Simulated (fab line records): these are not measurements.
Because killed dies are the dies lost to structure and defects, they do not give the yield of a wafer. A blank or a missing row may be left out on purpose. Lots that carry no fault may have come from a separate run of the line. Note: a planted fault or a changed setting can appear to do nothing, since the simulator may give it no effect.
Which tool is to blame? | flow n5_finfet | 33 wafers from 11 lots sampled at 4 of the route's 1938 steps

== WHAT THE GAUGES READ, wafer by wafer ==
N5_BEOL_M8_INSPECT_58: inspects for defects (darkfield).
lot  | measured     | on                | raw_defect_count
L454 | day 11 00:06 | defect_inspect-01 | 110 60 55
L455 | day 11 00:26 | defect_inspect-01 | 88 137 72
L457 | day 11 12:23 | defect_inspect-01 | 81 58 40
L458 | day 11 12:52 | defect_inspect-02 | 128 97 102
L456 | day 11 20:45 | defect_inspect-01 | 42 98 56
L459 | day 11 22:35 | defect_inspect-02 | 75 71 110
L461 | day 12 08:51 | defect_inspect-02 | 68 70 88
L467 | day 14 05:22 | defect_inspect-01 | 76 72 80
L471 | day 15 05:32 | defect_inspect-02 | 105 162 107
L473 | day 15 05:43 | defect_inspect-02 | 55 58 35
L475 | day 16 11:20 | defect_inspect-01 | 44 43 46

N5_BEOL_M9_INSPECT_30: inspects for defects (brightfield).
lot  | measured     | on                | raw_defect_count
L454 | day 11 06:13 | defect_inspect-02 | 535 415 476
L455 | day 11 06:16 | defect_inspect-01 | 359 600 498
L457 | day 11 15:55 | defect_inspect-01 | 443 319 315
L458 | day 11 15:57 | defect_inspect-02 | 418 503 507
L456 | day 12 01:16 | defect_inspect-02 | 464 421 355
L459 | day 12 01:52 | defect_inspect-01 | 398 550 521
L461 | day 12 12:55 | defect_inspect-01 | 437 510 525
L467 | day 14 08:17 | defect_inspect-02 | 323 393 436
L471 | day 15 08:57 | defect_inspect-02 | 473 664 396
L473 | day 15 08:50 | defect_inspect-02 | 384 335 247
L475 | day 16 21:28 | defect_inspect-01 | 295 303 416

== TOOL THAT RAN EACH LOT (tool first, then ch and the chambers of the sampled wafers, then the start) ==
lot  | N5_BEOL_M9_DESCUM_16               | N5_BEOL_M9_COAT_63
L454 | rie_diel-03 ch 0,1,2, day 11 03:45 | litho_track-02 ch 0, day 11 05:42
L455 | rie_diel-03 ch 0,2, day 11 03:30   | litho_track-04 ch 0, day 11 05:48
L457 | rie_diel-03 ch 0,1, day 11 14:13   | litho_track-01 ch 0, day 11 15:26
L458 | rie_diel-03 ch 0,3, day 11 14:31   | litho_track-02 ch 0, day 11 15:29
L456 | rie_diel-03 ch 0,2,3, day 12 00:25 | litho_track-04 ch 0, day 12 00:55
L459 | rie_diel-03 ch 1,2, day 12 00:53   | litho_track-01 ch 0, day 12 01:23
L461 | rie_diel-03 ch 0,2,3, day 12 11:34 | litho_track-04 ch 0, day 12 12:33
L467 | rie_diel-01 ch 0,1,3, day 14 06:37 | litho_track-02 ch 0, day 14 07:56
L471 | rie_diel-06 ch 0,2,3, day 15 07:19 | litho_track-02 ch 0, day 15 08:36
L473 | rie_diel-01 ch 0,1,2, day 15 07:34 | litho_track-01 ch 0, day 15 08:28
L475 | rie_diel-01 ch 2,3, day 16 14:50   | litho_track-01 ch 0, day 16 21:05
- N5_BEOL_M9_DESCUM_16: chemistry O2, time 7.9 s.
- N5_BEOL_M9_COAT_63: time 60 s, resist thk 60 nm.

== WHAT THE TOOLS THEMSELVES READ (means of the sampled wafers that have a number; where no wafer has one, the mark that the record gives instead) ==
N5_BEOL_M9_DESCUM_16.
lot  | tool        | bias_power_w (W) | chamber_pressure_mTorr (mTorr) | drypump_motor_current_A (A) | oes_product_au (a.u.) | rf_vpp_V (V) | showerhead_plenum_p_Torr (Torr) | throttle_valve_pct (%)
L454 | rie_diel-03 | 20.01            | 19.998                         | 5.2                         | 0.84                  | 242.7        | 2.09                            | 20.51
L455 | rie_diel-03 | 19.97            | 20.001                         | 5.2                         | 0.81                  | 244.1        | 2.13                            | 20.46
L457 | rie_diel-03 | 20.05            | 20.006                         | 5.3                         | 0.85                  | 243.0        | 2.09                            | 20.45
L458 | rie_diel-03 | 20.01            | 20.011                         | 5.2                         | 0.84                  | 242.9        | 2.09                            | 20.39
L456 | rie_diel-03 | 20.01            | 20.002                         | 5.1                         | 0.80                  | 243.2        | 2.09                            | 20.46
L459 | rie_diel-03 | 19.93            | 20.006                         | 5.0                         | 0.79                  | 242.5        | 2.05                            | 20.68
L461 | rie_diel-03 | 20.00            | 19.984                         | 5.1                         | 0.79                  | 243.7        | 2.09                            | 20.47
L467 | rie_diel-01 | 20.02            | 19.982                         | 6.0                         | 0.72                  | 241.5        | 2.04                            | 20.58
L471 | rie_diel-06 | 20.02            | 20.011                         | 6.2                         | 0.75                  | 244.4        | 2.11                            | 20.23
L473 | rie_diel-01 | 20.02            | 19.991                         | 5.9                         | 0.70                  | 242.9        | 2.09                            | 20.72
L475 | rie_diel-01 | 19.97            | 20.000                         | 6.0                         | 0.76                  | 243.5        | 2.14                            | 20.48

N5_BEOL_M9_COAT_63.
lot  | tool           | resist_line_temp_C (C) | spin_speed_rpm (rpm)
L454 | litho_track-02 | 22.99                  | 1499.9
L455 | litho_track-04 | 22.88                  | 1500.4
L457 | litho_track-01 | 23.03                  | 1501.7
L458 | litho_track-02 | 22.96                  | 1499.5
L456 | litho_track-04 | 23.06                  | 1499.2
L459 | litho_track-01 | 22.95                  | 1500.7
L461 | litho_track-04 | 23.12                  | 1499.9
L467 | litho_track-02 | 23.04                  | 1593.2
L471 | litho_track-02 | 23.03                  | 1591.4
L473 | litho_track-01 | 23.06                  | 1499.3
L475 | litho_track-01 | 22.99                  | 1500.2

== THE ANSWER, worked out from the rows above alone ==
Rule: the lots themselves supply what counts as usual. Put in order of their means at a reading, lots are off if they are a third of the lots or fewer, leave a main group of 4 or more, and stand apart from it by a gap of 3 or more times the standard deviation of the main group's means; of several such gaps the widest counts. If all means in a main group match to the digits the tables above print for the reading, that group is not used. Also off: a lot with no number at a reading for which 4 or more lots have one. The other lots that the step has rows for count as sound. First the gauges in route order, then the tools' own readings, where a lot's mean is used as printed above. At the first step where some lot is off, the reading lying furthest off is the one used; lots without a number count as furthest.
Off, at N5_BEOL_M9_COAT_63 on spin_speed_rpm: L467, L471. The main group: mean 1500.1 rpm, standard deviation 0.74.
If a tool, at that step or one of the process steps before it, ran each lot that is off and ran no sound lot following the first of them, it fits. One candidate fits, namely litho_track-02 at N5_BEOL_M9_COAT_63. A fault onset in the window from L458 (day 11 15:29, its last sound lot) to L467 (day 14 07:56, its first lot off) fits.
The tool's own readings at N5_BEOL_M9_COAT_63 bear it out: on the lots that are off they differ by more than 5 times the standard deviation of the sound lots' means. spin_speed_rpm reads 1592.3 rpm there against 1500.1 rpm on the sound lots.

== WHAT HAD BEEN PUT IN BY THE SIMULATOR ==
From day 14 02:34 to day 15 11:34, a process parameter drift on litho_track-02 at N5_BEOL_M9_COAT_63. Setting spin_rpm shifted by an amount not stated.
Lots struck among those shown: L467, L471. This agrees with what the rule above found.
